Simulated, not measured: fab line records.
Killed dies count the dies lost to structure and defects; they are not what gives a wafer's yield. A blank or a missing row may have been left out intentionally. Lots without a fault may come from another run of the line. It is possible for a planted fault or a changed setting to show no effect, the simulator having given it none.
fab line records -- flow nand_harc
[record] lots = 14, wafers = 42, last_day = 34
route steps=1302 shown P_CONTACT@219 P_M0@253
lots untouched by any fault: they come from a run of this same line in which no faults occurred
start_h: the number of hours between the record's first day and the start of the first shown wafer of the lot -- wait_h: hours elapsed since this lot's preceding step -- " as in the row above -- L1.1+2: one row covering several wafers at once -- - either no value or no given start -- * or withheld: withheld -- < > ~ a bound
route shown NAME@n: names a module that has steps shown in the file, with the first one's number in the route -- usual: mean and standard deviation over wafers with no fault -- same: alike in all rows -- chamber/n: place in a boat -- sites: the reading at each site -- _std_site: standard deviation across them -- _edge_site: mean of outer sites minus mean of inner sites -- radius_mm: how far each site lies from the wafer's centre -- mask NAME#n: copy n -- behind: the tool/chamber that last shaped the wafer -- hold: why the lot went on hold/how many hours it stayed there/how the hold came to an end -- device: transistor that didn't switch, given as n, p or np -- end of line: tests run on the same wafers once the route is complete -- step lacking rows: just its recipe -- killed: the dies lost at the first sort to structure and to defects; this is not the yield of the wafer -- map: per-die view of a wafer (x killed, . not killed, _ where there is no die)
set.NAME: the run value of the setting; set.NAME@STEP: its run value at that earlier step -- model.NAME: the simulator's own value behind a step, which no gauge read
a sample of lots followed through the steps of the route, with each step as a table and each wafer as a row
services: when a tool's chamber went out of use (start_h, in hours from the record's first day, below 0 if earlier), for how many hours, and the reason
[[steps]]
[step NHARC_P_CONTACT_CMP_01]
[recipe] target_thk_nm = 200, material = SiO2
[usual] motor_current_A = 12.6/1.7
lot.wafer,tool,chamber,start_h,wait_h,motor_current_A
L671.3,cmp-02,0,126.06,-,15.4
L671.2,cmp-02,1,126.06,-,10.6
L671.5,cmp-02,0,126.06,-,15.6
L672.1,cmp-04,3,132.87,-,12.7
L672.4,cmp-04,0,132.87,-,10.5
L672.6,cmp-04,2,132.87,-,11.9
L674.2,cmp-02,3,158.90,-,11.4
L674.3,cmp-02,1,158.90,-,10.7
L674.4,cmp-02,2,158.90,-,11.5
L676.4,cmp-03,1,174.53,-,13.8
L676.1,cmp-03,2,174.53,-,13.8
L676.2,cmp-03,3,174.53,-,10.3
L677.2,cmp-02,3,175.35,-,11.1
L677.1,cmp-02,0,175.35,-,15.6
L677.3,cmp-02,1,175.35,-,10.5
L678.4,cmp-04,1,188.32,-,12.1
L678.3,cmp-04,2,188.32,-,11.2
L678.5,cmp-04,0,188.32,-,10.8
L679.4,cmp-02,0,194.29,-,15.7
L679.1,cmp-02,1,194.29,-,10.2
L679.5,cmp-02,1,194.29,-,10.3
L680.3,cmp-04,3,201.90,-,13.0
L680.2,cmp-04,1,201.90,-,11.7
L680.5,cmp-04,3,201.90,-,12.4
L682.1,cmp-03,1,226.28,-,14.3
L682.4,cmp-03,2,226.28,-,14.1
L682.6,cmp-03,2,226.28,-,13.9
L683.3,cmp-03,1,230.37,-,13.6
L683.4,cmp-03,2,230.37,-,13.6
L683.1,cmp-03,3,230.37,-,10.7
L686.4,cmp-03,2,267.70,-,14.5
L686.1,cmp-03,1,267.70,-,14.5
L686.5,cmp-03,3,267.70,-,11.0
L687.2,cmp-02,1,279.04,-,10.8
L687.4,cmp-02,2,279.04,-,11.8
L687.5,cmp-02,0,279.04,-,16.7
L693.2,cmp-03,3,333.83,-,10.5
L693.3,cmp-03,0,333.83,-,13.3
L693.1,cmp-03,1,333.83,-,14.3
L694.3,cmp-02,3,350.03,0.4,12.2
L694.6,cmp-02,2,350.03,0.4,11.7
L694.5,cmp-02,3,350.03,0.4,11.5
[step NHARC_P_M0_DEP_00]
[recipe] target_thk_a = 1500, target_thk_nm = 150, temp_c = withheld, pressure_torr = 5, flow_sccm = 200, rf_w = 600, material = SiOC
[usual] rf_fwd_power_W = 598.8/1.8
lot.wafer,tool,chamber,start_h,wait_h,rf_fwd_power_W
L671.2,pecvd-03,1,130.41,0.1,601.1
L671.3,pecvd-03,0,130.41,0.1,598.2
L671.5,pecvd-03,0,130.41,0.1,599.1
L672.1,pecvd-03,2,136.97,0.1,600.1
L672.4,pecvd-03,0,136.97,0.1,599.2
L672.6,pecvd-03,1,136.97,0.1,602.2
L674.2,pecvd-03,2,163.13,0.1,599.9
L674.3,pecvd-03,0,163.13,0.1,599.8
L674.4,pecvd-03,1,163.13,0.1,596.5
L676.1,pecvd-03,1,178.67,0.1,600.1
L676.2,pecvd-03,0,178.67,0.1,599.1
L676.4,pecvd-03,2,178.67,0.1,598.6
L677.3,pecvd-04,1,179.51,0.1,598.2
L677.2,pecvd-04,2,179.51,0.1,596.6
L677.1,pecvd-04,0,179.51,0.1,601.4
L678.3,pecvd-04,2,192.51,0.1,595.8
L678.4,pecvd-04,1,192.51,0.1,599.9
L678.5,pecvd-04,2,192.51,0.1,596.5
L679.1,pecvd-03,2,198.54,0.1,598.7
L679.4,pecvd-03,2,198.54,0.1,596.4
L679.5,pecvd-03,0,198.54,0.1,598.6
L680.3,pecvd-03,1,207.12,0.1,600.4
L680.2,pecvd-03,2,207.12,0.1,599.3
L680.5,pecvd-03,2,207.12,0.1,598.3
L682.1,pecvd-04,0,230.48,0.1,600.8
L682.4,pecvd-04,0,230.48,0.1,599.1
L682.6,pecvd-04,1,230.48,0.1,601.4
L683.3,pecvd-01,2,234.47,0.1,595.7
L683.1,pecvd-01,0,234.47,0.1,603.0
L683.4,pecvd-01,2,234.47,0.1,596.3
L686.1,pecvd-03,1,272.30,0.1,600.9
L686.4,pecvd-03,1,272.30,0.1,599.5
L686.5,pecvd-03,2,272.30,0.1,596.4
L686.1,pecvd-03,1,272.81,-,599.9
L686.4,pecvd-03,1,272.81,-,600.1
L686.5,pecvd-03,2,272.81,-,599.5
L687.2,pecvd-03,0,283.25,0.1,600.8
L687.5,pecvd-03,0,283.25,0.1,597.9
L687.4,pecvd-03,1,283.25,0.1,597.6
L687.2,pecvd-03,0,284.17,-,599.2
L687.5,pecvd-03,0,284.17,-,599.3
L687.4,pecvd-03,1,284.17,-,599.6
L693.3,pecvd-01,0,337.86,0.1,598.6
L693.2,pecvd-01,1,337.86,0.1,601.4
L693.1,pecvd-01,2,337.86,0.1,596.8
L694.3,pecvd-03,1,354.35,0.2,601.1
L694.6,pecvd-03,1,354.35,0.2,602.1
L694.5,pecvd-03,2,354.35,0.2,596.0
[step NHARC_P_M0_INSPECT_11]
[usual] raw_defect_count = 4.2/2.7
lot.wafer,tool,chamber,start_h,wait_h,raw_defect_count
L671.2,defect_inspect-01,-,131.24,0.0,4
L671.3,defect_inspect-01,-,131.24,0.0,2
L671.5,defect_inspect-01,-,131.24,0.0,1
L672.1,defect_inspect-01,-,137.81,0.0,1
L672.4,defect_inspect-01,-,137.81,0.0,4
L672.6,defect_inspect-01,-,137.81,0.0,4
L674.2,defect_inspect-01,-,164.04,0.0,5
L674.3,defect_inspect-01,-,164.04,0.0,5
L674.4,defect_inspect-01,-,164.04,0.0,2
L676.1,defect_inspect-01,-,179.66,0.0,2
L676.2,defect_inspect-01,-,179.66,0.0,7
L676.4,defect_inspect-01,-,179.66,0.0,5
L677.1,defect_inspect-02,-,180.49,0.0,3
L677.2,defect_inspect-02,-,180.49,0.0,2
L677.3,defect_inspect-02,-,180.49,0.0,2
L678.3,defect_inspect-02,-,193.43,0.0,3
L678.4,defect_inspect-02,-,193.43,0.0,2
L678.5,defect_inspect-02,-,193.43,0.0,2
L679.1,defect_inspect-02,-,199.33,0.0,3
L679.4,defect_inspect-02,-,199.33,0.0,5
L679.5,defect_inspect-02,-,199.33,0.0,0
L680.2,defect_inspect-02,-,208.07,0.0,4
L680.3,defect_inspect-02,-,208.07,0.0,5
L680.5,defect_inspect-02,-,208.07,0.0,7
L682.1,defect_inspect-01,-,231.32,0.0,12
L682.4,defect_inspect-01,-,231.32,0.0,6
L682.6,defect_inspect-01,-,231.32,0.0,15
L683.1,defect_inspect-01,-,235.38,0.0,2
L683.3,defect_inspect-01,-,235.38,0.0,2
L683.4,defect_inspect-01,-,235.38,0.0,8
L686.1,defect_inspect-01,-,273.69,0.0,5
L686.4,defect_inspect-01,-,273.69,0.0,9
L686.5,defect_inspect-01,-,273.69,0.0,5
L687.2,defect_inspect-02,-,285.05,0.0,3
L687.4,defect_inspect-02,-,285.05,0.0,10
L687.5,defect_inspect-02,-,285.05,0.0,10
L693.1,defect_inspect-02,-,338.70,0.0,7
L693.2,defect_inspect-02,-,338.70,0.0,9
L693.3,defect_inspect-02,-,338.70,0.0,6
L694.3,defect_inspect-01,-,355.32,0.0,1
L694.5,defect_inspect-01,-,355.32,0.0,3
L694.6,defect_inspect-01,-,355.32,0.0,3
[step NHARC_P_M0_DESCUM_14]
[recipe] time_s = 3, o2_flow_sccm = 200, ar_flow_sccm = 0, bias_power_w = 0, chemistry = O2
[usual] drypump_motor_current_A = 5.6/0.53, oes_product_au = 1.001/0.01, rf_vpp_V = 58.0/0.94, showerhead_plenum_p_Torr = 1.94/0.097, throttle_valve_pct = 11.310/0.0089
lot.wafer,tool,chamber,start_h,wait_h,drypump_motor_current_A,oes_product_au,rf_hours_counter_h,rf_vpp_V,showerhead_plenum_p_Torr,throttle_valve_pct
L671.3,rie_diel-04,3,131.32,0.1,6.4,1.007,38,58.3,1.89,11.306
L671.2,rie_diel-04,0,131.32,0.1,5.2,0.994,36,57.6,1.98,11.316
L671.5,rie_diel-04,2,131.32,0.1,5.7,1.010,-,56.4,1.97,11.319
L672.1,rie_diel-12,3,137.87,0.1,5.3,0.978,5,59.8,2.04,11.309
L672.4,rie_diel-12,2,137.87,0.1,6.2,1.010,4,58.5,1.78,11.322
L672.6,rie_diel-12,0,137.87,0.1,5.1,0.997,-,58.1,1.90,11.321
L674.4,rie_diel-12,2,164.10,0.1,6.2,1.007,8,57.3,1.77,11.326
L674.3,rie_diel-12,3,164.10,0.1,5.3,0.988,9,58.8,2.04,11.319
L674.2,rie_diel-12,0,164.10,0.1,5.2,0.988,11,58.5,1.90,11.321
L676.4,rie_diel-12,2,179.72,0.1,6.2,0.992,10,56.3,1.77,11.301
L676.2,rie_diel-12,3,179.72,0.1,5.4,1.003,12,57.7,2.04,11.322
L676.1,rie_diel-12,1,179.72,0.1,5.0,0.991,13,58.1,2.03,11.312
L677.3,rie_diel-12,0,180.55,0.1,5.2,1.007,14,56.4,1.90,11.305
L677.2,rie_diel-12,1,180.55,0.1,5.0,0.993,13,56.6,2.03,11.310
L677.1,rie_diel-12,2,180.55,0.1,6.2,1.011,10,57.3,1.77,11.290
L678.3,rie_diel-12,1,193.49,0.1,5.0,0.990,14,58.0,2.03,11.304
L678.4,rie_diel-12,3,193.49,0.1,5.3,1.005,14,58.1,2.04,11.305
L678.5,rie_diel-12,1,193.49,0.1,5.0,1.006,-,58.2,2.03,11.306
L679.1,rie_diel-01,3,199.41,0.1,5.9,1.010,56,57.2,1.83,11.324
L679.4,rie_diel-01,0,199.41,0.1,5.3,1.019,57,56.4,1.77,11.315
L679.5,rie_diel-01,1,199.41,0.1,5.2,0.984,-,58.1,1.98,11.297
L680.3,rie_diel-12,2,208.14,0.1,6.2,1.011,14,56.9,1.77,11.308
L680.2,rie_diel-12,0,208.14,0.1,5.1,1.000,18,59.2,1.90,11.294
L680.5,rie_diel-12,2,208.14,0.1,6.2,1.011,-,58.4,1.77,11.303
L682.4,rie_diel-12,2,231.39,0.1,6.2,1.014,18,58.2,1.77,11.314
L682.1,rie_diel-12,3,231.39,0.1,5.3,1.007,19,58.1,2.04,11.298
L682.6,rie_diel-12,2,231.39,0.1,6.2,1.020,-,57.6,1.77,11.305
L683.1,rie_diel-01,1,235.44,0.1,5.1,0.994,8,59.0,1.98,11.309
L683.3,rie_diel-01,3,235.44,0.1,5.9,1.003,6,58.1,1.83,11.308
L683.4,rie_diel-01,0,235.44,0.1,5.3,1.000,6,56.9,2.07,11.313
L686.1,rie_diel-04,3,274.34,0.7,6.4,1.001,25,57.7,1.88,11.309
L686.5,rie_diel-04,1,274.34,0.7,5.2,1.001,-,58.9,2.05,11.324
L686.4,rie_diel-04,3,274.34,0.7,6.4,1.016,-,59.1,1.88,11.301
L687.2,rie_diel-12,2,285.11,0.1,6.1,1.019,1,57.5,1.77,11.285
L687.4,rie_diel-12,3,285.11,0.1,5.3,0.983,1,58.8,2.03,11.332
L687.5,rie_diel-12,3,285.11,0.1,5.3,0.965,-,58.6,2.03,11.314
L693.1,rie_diel-12,0,338.76,0.1,5.1,0.998,13,57.3,1.89,11.310
L693.2,rie_diel-12,1,338.76,0.1,5.0,1.001,12,59.5,2.02,11.315
L693.3,rie_diel-12,3,338.76,0.1,5.3,0.982,13,58.1,2.03,11.316
L694.3,rie_diel-12,1,355.38,0.1,5.0,1.000,14,57.8,2.02,11.307
L694.5,rie_diel-12,1,355.38,0.1,5.0,1.013,-,57.7,2.02,11.303
L694.6,rie_diel-12,2,355.38,0.1,6.2,1.002,-,58.6,1.76,11.307
[[services]]
tool,chamber,start_h,hours,kind
rie_diel-12,2,108.26,4.2,repair
cmp-04,-,111.00,4.0,pm
cmp-02,-,126.84,1.6,repair
pecvd-03,-,127.20,0.9,repair
cmp-02,-,134.65,4.0,pm
cmp-02,-,139.44,1.0,repair
cmp-03,-,162.06,4.0,pm
pecvd-04,2,164.17,3.9,repair
pecvd-03,-,185.19,13.0,pm
cmp-03,-,194.07,0.6,repair
cmp-04,-,209.00,4.0,pm
cmp-04,-,223.14,2.6,repair
cmp-04,-,227.62,0.7,repair
cmp-02,-,232.65,4.0,pm
pecvd-03,0,251.28,17.0,repair
rie_diel-12,3,251.85,7.7,repair
cmp-02,-,259.19,0.6,repair
cmp-03,-,260.06,4.0,pm
rie_diel-12,-,268.57,9.0,pm
pecvd-03,-,274.79,1.3,repair
rie_diel-12,3,320.48,3.3,repair
pecvd-03,0,324.01,35.8,repair
cmp-02,-,330.65,4.0,pm
cmp-03,-,354.16,0.3,repair
[[key]]
[first_sign] step = NHARC_P_M0_DEP_00, reading = visit, direction = added
effect none on later readings
met_at NHARC_P_M0_DEP_00
struck_lots L686,L687
later_rows_left_out L686.1,L686.4,L686.5,L687.2,L687.4,L687.5
sort_left_out L686.1,L686.4,L686.5,L687.2,L687.4,L687.5
not_acting_at NHARC_P_CONTACT_CMP_01,NHARC_P_M0_INSPECT_11,NHARC_P_M0_DESCUM_14
[fault] kind = repeated_step_whole, tool = pecvd-01,pecvd-03,pecvd-04, chamber = -, onset_h = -, steps = NHARC_P_M0_DEP_00, times = 1, scope = struck_lots_only
// sort_left_out: the simulated sort isn't trusted on such a fault, so these wafers' sort isn't shown, and their yield isn't known
// later_rows_left_out: the simulator's readings of these wafers behind a module that went badly wrong aren't trusted and aren't shown, but for the sort
